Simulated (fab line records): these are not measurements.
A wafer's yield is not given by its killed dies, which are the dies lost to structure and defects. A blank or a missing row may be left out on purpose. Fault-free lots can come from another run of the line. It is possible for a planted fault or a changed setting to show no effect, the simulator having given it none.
Which tool did it? | flow nandHarc | Sampling: 6 lots, 18 wafers, 5 of 1302 route steps

WHAT THE GAUGES READ, wafer by wafer
NHARC_END_SORT_01.
lot  | measured     | on        | killedAtArray
L164 | day 27 16:39 | prober-01 | 52 674 40

WHAT TOOL EACH LOT RAN ON (gives the tool, then ch and the chambers of the sampled wafers, and finally the start)
lot  | NHARC_A_CONTACT_ETCH_78           | NHARC_A_CONTACT_ETCH_131           | NHARC_A_CONTACT_ETCH_132           | NHARC_A_CONTACT_ETCH_91
L158 | rieDiel-09 ch 0,2,3, day 23 01:02 | harCapEtch-03 ch 0,1, day 23 03:02 | harCapEtch-03 ch 0,1, day 23 03:13 | rieDiel-09 ch 1,2,3, day 23 04:12
L161 | rieDiel-02 ch 1,2, day 24 05:16   | harCapEtch-02 ch 0,1, day 24 07:25 | harCapEtch-02 ch 0,1, day 24 07:35 | rieDiel-02 ch 0,1, day 24 08:34
L164 | rieDiel-09 ch 0,1,3, day 25 05:25 | harCapEtch-02 ch 0,1, day 25 07:28 | harCapEtch-02 ch 0,1, day 25 07:38 | rieDiel-09 ch 0,1,3, day 25 08:36
L174 | rieDiel-09 ch 1,2,3, day 30 06:27 | harCapEtch-03 ch 0,1, day 30 08:32 | harCapEtch-03 ch 0,1, day 30 08:43 | rieDiel-09 ch 0,1,2, day 30 09:41
L177 | rieDiel-09 ch 0,1,3, day 30 21:59 | harCapEtch-03 ch 0,1, day 31 00:05 | harCapEtch-03 ch 0,1, day 31 00:15 | rieDiel-09 ch 0,1,2, day 31 01:13
L179 | rieDiel-09 ch 2,3, day 31 22:28   | harCapEtch-03 ch 0,1, day 32 00:34 | harCapEtch-03 ch 0,1, day 32 00:44 | rieDiel-11 ch 0,1, day 32 01:43
- NHARC_A_CONTACT_ETCH_78: etches the open film in O2/COS, target depth 5300 nm, time 1378 s.
- NHARC_A_CONTACT_ETCH_131: etches the open film in C4F8/O2/Ar, time 197 s, target depth 1918 nm.
- NHARC_A_CONTACT_ETCH_132: etches the open film in C4F8/O2/Ar, time 197 s, target depth 1924 nm.
- NHARC_A_CONTACT_ETCH_91: etches the open film in CH3F/O2, target depth 40 nm, time 85.7 s.

THE ANSWER, worked out from the rows above alone
Rule: usual is defined by the lots themselves. Put in order of their means at a reading, lots are off if they are a third of the lots or fewer, leave a main group of 4 or more, and stand apart from it by a gap of 3 or more times the standard deviation of the main group's means; of several such gaps the widest counts. A main group whose means are all the same, to the digits that the tables above print for the reading, isn't used. Also off: a lot with no number at a reading for which 4 or more lots have one. Any other lot the step has rows for is counted as sound.
Nothing can be told from this: no lot is off at any reading shown.

WHAT THE SIMULATOR HAD PUT IN
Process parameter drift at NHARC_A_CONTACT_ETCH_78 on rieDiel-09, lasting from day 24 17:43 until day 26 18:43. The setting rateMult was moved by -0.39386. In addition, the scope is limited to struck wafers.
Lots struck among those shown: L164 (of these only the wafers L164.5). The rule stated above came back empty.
